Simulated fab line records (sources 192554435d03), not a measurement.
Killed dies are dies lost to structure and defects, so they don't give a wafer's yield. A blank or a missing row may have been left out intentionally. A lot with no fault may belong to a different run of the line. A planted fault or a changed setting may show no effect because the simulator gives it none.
fab line records	flow n5_finfet
record lots=11	wafers=30	last_day=18
route steps=1938 shown MIM_BOT_LITHO@1865 MIM_BOT_ETCH@1866 TV_LITHO@1885 TV_OPEN@1888 PASSIVATION@1936
lots untouched by any fault: they come from a run of this same line in which no faults occurred
start_h: hours from the record's opening day to when the first of the lot's shown wafers began	wait_h: hours since the lot's step before	" identical to the entry in the row above	L1.1+2: one row covering several wafers at once	- no value, or no start was given	* or withheld: withheld	< > ~ a bound
route shown NAME@n: a module of which the file shows steps, and the number in the route of the first	usual: mean/standard deviation of fault-free wafers	same: alike in all rows	chamber/n: place in a boat	sites: the reading at each site	_std_site: standard deviation of those values	_edge_site: inner sites' mean taken away from outer sites' mean	radius_mm: for every site, how far away it sits from the centre of the wafer	mask NAME#n: copy n	behind: the last tool/chamber to shape the wafer	hold: why the lot went on hold/how many hours it stayed there/how the hold came to an end	device: whichever transistor did not switch (one of n, p or np)	end of line: at the end of the route, the tests of the same wafers	step lacking rows: just its recipe	killed: count of dies lost to structure and defects at first sort (not the wafer's yield)	map: dies across one wafer; x = killed, . = not, _ = none there
set.NAME: setting as actually run; set.NAME@STEP: the setting as run at that earlier step	model.NAME: the simulator's own value behind a step, which no gauge read
route steps across a sampled set of lots; one table per step, one row per wafer
services: from which hour (start_h, from the record's first day; less than 0 if before it) a tool's chamber was out of use, for how many hours, and why
## steps
# step N5_MIM_BOT_LITHO_DESCUM_10
# recipe chemistry=O2	time_s=7.9	source_power_w=50	bias_power_w=20	pressure_mtorr=20	rf_frequency_hz=2.712e+07	temp_c=40	o2_flow_sccm=225
# usual drypump_motor_current_A=5.7/0.4	oes_product_au=0.84/0.072	rf_vpp_V=243.7/1.2	showerhead_plenum_p_Torr=2.12/0.053	throttle_valve_pct=20.37/0.17
lot.wafer	tool	chamber	start_h	wait_h	drypump_motor_current_A	oes_product_au	rf_hours_counter_h	rf_vpp_V	showerhead_plenum_p_Torr	throttle_valve_pct
L621.4	rie_diel-04	2	274.42	0.1	5.9	0.78	-	245.0	2.19	20.61
L621.6	"	1	"	"	5.4	0.95	-	244.1	2.14	20.26
L622.1	rie_diel-04	1	281.00	0.0	5.4	0.96	12	243.0	2.14	20.24
L622.2	"	2	"	"	5.9	0.79	148	244.7	2.19	20.61
L622.4	"	3	"	"	5.3	0.99	2	242.8	2.05	20.41
L624.2	rie_diel-05	1	291.17	0.3	6.1	0.85	76	243.3	2.13	20.24
L624.5	"	1	"	"	6.1	0.84	-	244.4	2.13	20.24
L624.6	"	0	"	"	5.4	0.84	-	243.2	2.05	20.49
L628.2	rie_diel-06	3	310.60	0.0	5.7	0.83	67	245.5	2.10	20.09
L628.3	"	2	"	"	6.4	0.86	58	244.6	2.14	20.40
L628.5	"	3	"	"	5.7	0.83	-	244.2	2.10	20.09
L625.1	rie_diel-06	2	332.45	0.0	6.4	0.84	64	242.8	2.14	20.42
L625.4	"	1	"	"	6.5	0.88	50	245.0	2.13	20.10
L625.5	"	3	"	"	5.7	0.81	-	244.3	2.10	20.08
L631.2	rie_diel-05	3	338.15	0.0	6.1	0.98	9	243.4	2.04	20.11
L631.4	"	0	"	"	5.3	0.82	72	242.5	2.04	20.52
L631.6	"	1	"	"	6.1	0.82	-	242.7	2.12	20.25
L633.2	rie_diel-04	1	354.89	0.1	5.4	0.89	41	244.6	2.13	20.30
L633.6	"	1	"	"	5.4	0.90	-	244.3	2.13	20.29
L636.2	rie_diel-06	2	390.06	0.0	6.4	0.84	82	243.4	2.13	20.44
L636.4	"	0	"	"	5.4	0.94	22	247.4	2.23	20.27
L636.6	"	2	"	"	6.4	0.82	-	242.8	2.13	20.46
L638.1	rie_diel-04	2	391.02	0.0	5.8	0.73	191	243.3	2.18	20.67
L638.2	"	0	"	"	5.3	0.82	64	245.9	2.13	20.47
L638.4	"	1	"	"	5.4	0.88	55	243.8	2.13	20.31
L643.4	rie_diel-04	3	420.52	0.1	5.4	0.86	53	243.7	2.03	20.49
L643.5	"	0	"	"	5.3	0.80	-	244.2	2.13	20.49
L643.6	"	3	"	"	5.4	0.86	-	243.7	2.03	20.47
L644.2	rie_diel-04	2	426.78	0.0	5.9	0.72	204	244.7	2.17	20.70
L644.4	"	3	"	"	5.3	0.85	56	242.2	2.03	20.49
# step N5_MIM_BOT_ETCH_ETCH_04
# recipe chemistry=CF4/O2	target=SiNx	target_depth_a=260	time_s=13	ion_energy_ev=100	pressure_mtorr=40	source_w=535	bias_w=49	Ar_flow_sccm=100	cf4_flow_sccm=100	O2_flow_sccm=10
# usual drypump_motor_current_A=5.7/0.39	oes_product_au=0.84/0.074	rf_vpp_V=243/9.7	showerhead_plenum_p_Torr=2.24/0.054	throttle_valve_pct=15.91/0.16
lot.wafer	tool	chamber	start_h	wait_h	drypump_motor_current_A	oes_product_au	rf_hours_counter_h	rf_vpp_V	showerhead_plenum_p_Torr	throttle_valve_pct
L621.4	rie_diel-04	2	274.49	0.0	5.8	0.78	-	251	2.30	16.17
L621.6	"	1	"	"	5.4	0.95	-	240	2.25	15.73
L622.1	rie_diel-04	1	281.06	0.0	5.4	0.94	12	238	2.25	15.73
L622.2	"	2	"	"	5.9	0.78	148	250	2.30	16.17
L622.4	"	3	"	"	5.4	0.99	2	220	2.17	15.92
L624.2	rie_diel-05	1	291.24	0.0	6.2	0.83	76	240	2.24	15.72
L624.5	"	1	"	"	6.2	0.83	-	242	2.24	15.73
L624.6	"	0	"	"	5.4	0.82	-	245	2.15	15.86
L628.2	rie_diel-06	3	310.67	0.0	5.7	0.84	67	235	2.23	15.74
L628.3	"	2	"	"	6.4	0.87	58	254	2.23	15.74
L628.5	"	3	"	"	5.7	0.83	-	235	2.23	15.75
L625.1	rie_diel-06	2	332.52	0.0	6.4	0.86	64	256	2.22	15.74
L625.4	"	1	"	"	6.5	0.90	50	251	2.26	15.75
L625.5	"	3	"	"	5.7	0.82	-	236	2.23	15.77
L631.2	rie_diel-05	3	338.21	0.0	6.2	0.98	9	241	2.16	15.77
L631.4	"	0	"	"	5.3	0.80	72	246	2.14	15.89
L631.6	"	1	"	"	6.1	0.81	-	240	2.23	15.76
L633.2	rie_diel-04	1	354.96	0.0	5.4	0.88	41	238	2.24	15.78
L633.6	"	1	"	"	5.4	0.88	-	238	2.24	15.79
L636.2	rie_diel-06	3	390.13	0.0	5.7	0.80	90	235	2.22	15.79
L636.4	"	1	"	"	6.5	0.86	-	252	2.25	15.77
L636.6	"	0	"	"	5.3	0.93	-	234	2.36	15.86
L638.1	rie_diel-04	2	391.09	0.0	5.9	0.73	191	251	2.29	16.26
L638.2	"	0	"	"	5.3	0.85	64	250	2.23	15.96
L638.4	"	1	"	"	5.4	0.87	55	239	2.23	15.81
L643.4	rie_diel-04	3	420.59	0.0	5.4	0.86	53	220	2.16	16.02
L643.5	"	0	"	"	5.3	0.83	-	252	2.23	16.00
L643.6	"	3	"	"	5.3	0.86	-	219	2.16	16.01
L644.2	rie_diel-04	2	426.84	0.0	5.8	0.72	204	250	2.28	16.28
L644.4	"	3	"	"	5.4	0.86	56	222	2.16	16.02
# step N5_MIM_BOT_ETCH_STRIP_02
# recipe chemistry=post_etch_residue_remover	time_s=1200	temp_c=72.5
lot.wafer	tool	chamber	start_h	wait_h
L621.4+6	wet_bench-03	0,4	274.95	-
L622.1+2+4	wet_bench-05	7,0,2	281.46	-
L624.2+5+6	wet_bench-03	2,4,5	291.63	-
L628.2+3+5	wet_bench-04	2,7,1	311.06	-
L625.1+4+5	wet_bench-05	6,0,1	332.91	-
L631.2+4+6	wet_bench-05	5,3,4	338.90	-
L633.2+6	wet_bench-05	4,5	355.35	-
L636.2+4+6	wet_bench-05	1,7,4	390.51	-
L638.1+2+4	wet_bench-05	5,2,3	391.68	-
L643.4+5+6	wet_bench-04	7,3,5	420.97	-
L644.2+4	wet_bench-04	1,4	427.24	-
# step N5_PASSIVATION_INSPECT_61
# recipe mode=adi	inspect_instrument=macro
# usual raw_defect_count=2.1/1.4
lot.wafer	tool	chamber	start_h	wait_h	raw_defect_count
L621.4	defect_inspect-02	-	278.03	0.0	2
L621.6	"	-	"	"	2
L622.1	defect_inspect-02	-	282.62	0.0	1
L622.2	"	-	"	"	3
L622.4	"	-	"	"	2
L624.2	defect_inspect-01	-	293.88	0.0	0
L624.5	"	-	"	"	0
L624.6	"	-	"	"	0
L628.2	defect_inspect-01	-	312.58	0.0	3
L628.3	"	-	"	"	1
L628.5	"	-	"	"	3
L625.1	defect_inspect-01	-	334.60	0.0	6
L625.4	"	-	"	"	0
L625.5	"	-	"	"	4
L631.2	defect_inspect-01	-	339.94	0.0	0
L631.4	"	-	"	"	1
L631.6	"	-	"	"	2
L633.2	defect_inspect-01	-	359.22	0.0	4
L633.6	"	-	"	"	3
L636.2	defect_inspect-01	-	391.77	0.0	>300
L636.4	"	-	"	"	>300
L636.6	"	-	"	"	>300
L638.1	defect_inspect-01	-	392.69	0.0	>300
L638.2	"	-	"	"	>300
L638.4	"	-	"	"	>300
L643.4	defect_inspect-02	-	422.98	0.0	2
L643.5	"	-	"	"	2
L643.6	"	-	"	"	2
L644.2	defect_inspect-02	-	429.14	0.0	5
L644.4	"	-	"	"	2
# step N5_PASSIVATION_VIA_ETCH_13
# recipe chemistry=CHF3/O2	target=SiO2	target_depth_a=6600	CHF3_flow_sccm=50	O2_flow_sccm=5	Ar_flow_sccm=200	time_s=330	mask_material=PR	pressure_mtorr=30	source_w=650	bias_w=170	ion_energy_ev=200	ends=cleared
# usual drypump_motor_current_A=6.0/0.41	etch_rf_on_time_s=238/8.6	oes_product_au=0.73/0.084	rf_vpp_V=530/17	showerhead_plenum_p_Torr=2.39/0.08	throttle_valve_pct=18.82/0.26
lot.wafer	tool	chamber	start_h	wait_h	drypump_motor_current_A	etch_rf_on_time_s	oes_product_au	rf_hours_counter_h	rf_vpp_V	showerhead_plenum_p_Torr	throttle_valve_pct
L621.4	rie_diel-01	0	278.48	0.1	6.2	247	0.79	-	518	2.46	18.70
L621.6	"	2	"	"	6.0	242	0.63	-	534	2.48	19.12
L622.1	rie_diel-02	0	282.94	0.0	6.6	233	0.76	82	512	2.44	18.50
L622.2	"	3	"	"	5.8	240	0.66	206	555	2.28	18.63
L622.4	"	1	"	"	5.7	244	0.64	189	509	2.31	19.39
L624.2	rie_diel-03	3	294.12	0.0	6.4	240	0.62	233	485	2.45	18.87
L624.5	"	1	"	"	5.8	245	0.79	-	541	2.35	18.71
L624.6	"	0	"	"	5.3	246	0.69	-	534	2.40	18.79
L628.2	rie_diel-02	3	314.22	0.0	5.8	243	0.64	216	555	2.28	18.66
L628.3	"	1	"	"	5.7	245	0.63	200	509	2.31	19.42
L628.5	"	2	"	"	5.7	219	0.85	-	539	2.55	18.93
L625.1	rie_diel-03	1	334.87	0.0	5.9	238	0.78	58	540	2.35	18.75
L625.4	"	2	"	"	6.6	240	0.86	5	533	2.34	18.44
L625.5	"	1	"	"	5.8	238	0.77	-	541	2.35	18.73
L631.2	rie_diel-02	0	340.19	0.0	6.7	242	0.74	99	512	2.43	18.55
L631.4	"	0	"	"	6.7	240	0.74	-	513	2.43	18.54
L631.6	"	2	"	"	5.7	225	0.85	-	538	2.54	18.95
L633.2	rie_diel-01	3	359.71	0.0	5.9	251	0.60	244	522	2.38	19.04
L633.6	"	2	"	"	6.0	235	0.62	-	536	2.47	19.13
L636.2	rie_diel-02	0	391.96	0.0	6.7	232	0.73	114	510	2.42	18.56
L636.4	"	2	"	"	5.7	218	0.82	53	538	2.54	18.98
L636.6	"	2	"	"	5.7	217	0.83	-	537	2.54	18.97
L638.1	rie_diel-01	0	393.00	0.0	6.2	239	0.76	66	516	2.45	18.74
L638.2	"	2	"	"	6.0	228	0.62	224	535	2.47	19.16
L638.4	"	1	"	"	6.1	239	0.75	-	523	2.33	18.97
L643.4	rie_diel-03	1	423.32	0.0	5.9	246	0.75	88	541	2.33	18.80
L643.5	"	1	"	"	5.8	244	0.74	-	539	2.33	18.79
L643.6	"	0	"	"	5.3	253	0.65	-	532	2.38	18.86
L644.2	rie_diel-03	3	429.33	0.0	6.4	231	0.82	23	536	2.43	18.54
L644.4	"	0	"	"	5.3	240	0.66	191	533	2.38	18.85
# step N5_PASSIVATION_PROBE_49
# usual defect_limited_yield=91.1/1.3	killed_at_M0_to_M3=32/9.7	killed_at_M4_up=16/6	killed_at_contacts=12/5.9	killed_at_front_end=41/11	killed_at_other=4/3.1	killed_dies=104/16	killed_open=68/12	killed_short=34/7.4	sort_bin_5_function=5.1/0.85	sort_bin_6_memory=3.3/0.66	sort_bin_8_speed=0.1/0.53	sort_n_pass=1075/16	sort_yield_pct=91.1/1.4
# same gross_dies=1180	killed_at_back_side=0	sort_bin_4_leakage[%]=0
lot.wafer	tool	chamber	start_h	wait_h	defect_limited_yield[%]	killed_at_M0_to_M3	killed_at_M4_up	killed_at_contacts	killed_at_front_end	killed_at_other	killed_dies	killed_open	killed_short	sort_bin_5_function[%]	sort_bin_6_memory[%]	sort_bin_8_speed[%]	sort_n_pass	sort_yield_pct[%]
L636.2	prober-02	-	399.00	0.1	79.2	42	10	10	54	130	246	78	30	12.3	4.9	0	934	79.2
L636.4	prober-02	-	399.10	0.2	78.8	38	11	14	51	136	250	77	41	11.4	5.9	0	930	78.8
L636.6	prober-02	-	399.20	0.3	82.1	61	6	10	32	102	211	77	35	11.0	3.7	0	969	82.1
L638.1	prober-01	-	399.94	0.0	81.6	15	20	7	32	143	217	49	24	12.4	3.1	0	963	81.6
L638.2	prober-01	-	399.99	0.1	83.0	22	16	11	43	109	201	53	33	8.4	4.6	0	979	83.0
L638.4	prober-01	-	400.09	0.2	83.6	12	11	4	27	139	193	33	22	10.4	2.8	0	987	83.6
# killed by level:class
L636.2 MIM_BOT_ETCH:unspecified=130 FIN_SAQP:geometric_particle:open=14 BEOL_M0_SAQP:geometric_particle:open=11 BEOL_M3:geometric_particle:open=11 FIN_SAQP:geometric_particle:short=10 BEOL_M2:geometric_particle:open=8 HKMG_FIN:area_etch=8 MOL_CONTACT_COAG:geometric_particle:open=7
L636.4 MIM_BOT_ETCH:unspecified=128 FIN_SAQP:geometric_particle:open=14 MOL_CONTACT_COAG:geometric_particle:open=13 BEOL_M0_SAQP:geometric_particle:short=11 BEOL_M2:geometric_particle:open=11 FIN_SAQP:geometric_particle:short=9 BEOL_M0_SAQP:geometric_particle:open=6 BEOL_M3:geometric_particle:open=5
L636.6 MIM_BOT_ETCH:unspecified=99 BEOL_M2:geometric_particle:open=14 BEOL_M0_SAQP:geometric_particle:short=14 BEOL_M0_SAQP:geometric_particle:open=13 FIN_SAQP:geometric_particle:open=11 MOL_CONTACT_COAG:geometric_particle:open=10 FIN_SAQP:geometric_particle:short=8 BEOL_M3:geometric_particle:open=8
L638.1 MIM_BOT_ETCH:unspecified=143 FIN_SAQP:geometric_particle:short=6 BEOL_M3:geometric_particle:open=6 DUMMY_GATE:geometric_particle:open=5 MOL_CONTACT_COAG:geometric_particle:open=5 BEOL_M4:geometric_particle:open=5 BEOL_M2:geometric_particle:open=4 STARTING-WAFER:geometric_particle:open=4
L638.2 MIM_BOT_ETCH:unspecified=105 STI_FIN_REVEAL:geometric_particle:open=10 HKMG_FIN:area_etch=10 BEOL_M4:geometric_particle:open=8 MOL_CONTACT_COAG:geometric_particle:open=7 DUMMY_GATE:geometric_particle:open=5 BEOL_M0_SAQP:geometric_particle:open=5 MOL_CONTACT_COAG:geometric_particle:short=4
L638.4 MIM_BOT_ETCH:unspecified=137 FIN_SAQP:geometric_particle:short=8 DUMMY_GATE:geometric_particle:open=6 MOL_CONTACT_COAG:geometric_particle:open=4 BEOL_M3:geometric_particle:short=3 BEOL_M5:geometric_particle:open=3 DUMMY_GATE:geometric_particle:short=2 GATE_CUT:geometric_particle:short=2
## services
tool	chamber	start_h	hours	kind
rie_diel-04	3	250.90	-	clean
rie_diel-04	3	250.90	-	consumable_replace:focus_ring
rie_diel-04	3	250.90	25.0	scheduled_down
rie_diel-04	3	250.90	25.0	vent_cycle
rie_diel-04	1	252.29	3.0	repair
rie_diel-01	3	254.41	9.7	repair
rie_diel-02	3	255.88	9.2	repair
rie_diel-03	3	274.13	5.8	repair
rie_diel-01	3	275.10	4.1	repair
rie_diel-06	2	275.94	2.5	repair
rie_diel-05	3	283.73	-	clean
rie_diel-05	3	283.73	-	consumable_replace:focus_ring
rie_diel-05	3	283.73	26.2	scheduled_down
rie_diel-05	3	283.73	26.2	vent_cycle
rie_diel-06	0	300.33	-	clean
rie_diel-06	0	300.33	-	consumable_replace:focus_ring
rie_diel-06	0	300.33	-	consumable_replace:showerhead
rie_diel-03	0	311.45	3.0	repair
rie_diel-02	1	338.28	8.1	repair
wet_bench-05	-	345.41	2.0	repair
rie_diel-02	-	367.53	0.8	repair
rie_diel-03	1	400.97	6.0	repair
rie_diel-03	0	405.67	8.9	repair
rie_diel-05	0	414.10	5.3	repair
## key
first_sign step=N5_PASSIVATION_INSPECT_61	reading=raw_defect_count	direction=up	sigmas=99+	usual=2.1	struck=>300
effect step=N5_PASSIVATION_PROBE_49	reading=killed_at_other	direction=up	sigmas=39	usual=4	struck=126
more_kills_born_at N5_MIM_BOT_ETCH_STRIP_02@wet_bench-05=742
met_at N5_MIM_BOT_ETCH_STRIP_02
struck_lots L636,L638
baseline_loss step=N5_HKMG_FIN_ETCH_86	wafers=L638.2
not_acting_at N5_MIM_BOT_LITHO_DESCUM_10,N5_MIM_BOT_ETCH_ETCH_04,N5_PASSIVATION_VIA_ETCH_13
onset_between 355.35 390.51
fault kind=chamber_particle_source	tool=wet_bench-05	chamber=-	onset_h=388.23	steps=N5_MIM_BOT_ETCH_STRIP_02	rate_per_visit_cm2=1.2219	end_h=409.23
# baseline_loss: these wafers lose ten dies or more at that step, a loss of the line's own and not of a fault; the sort's usual values leave them out
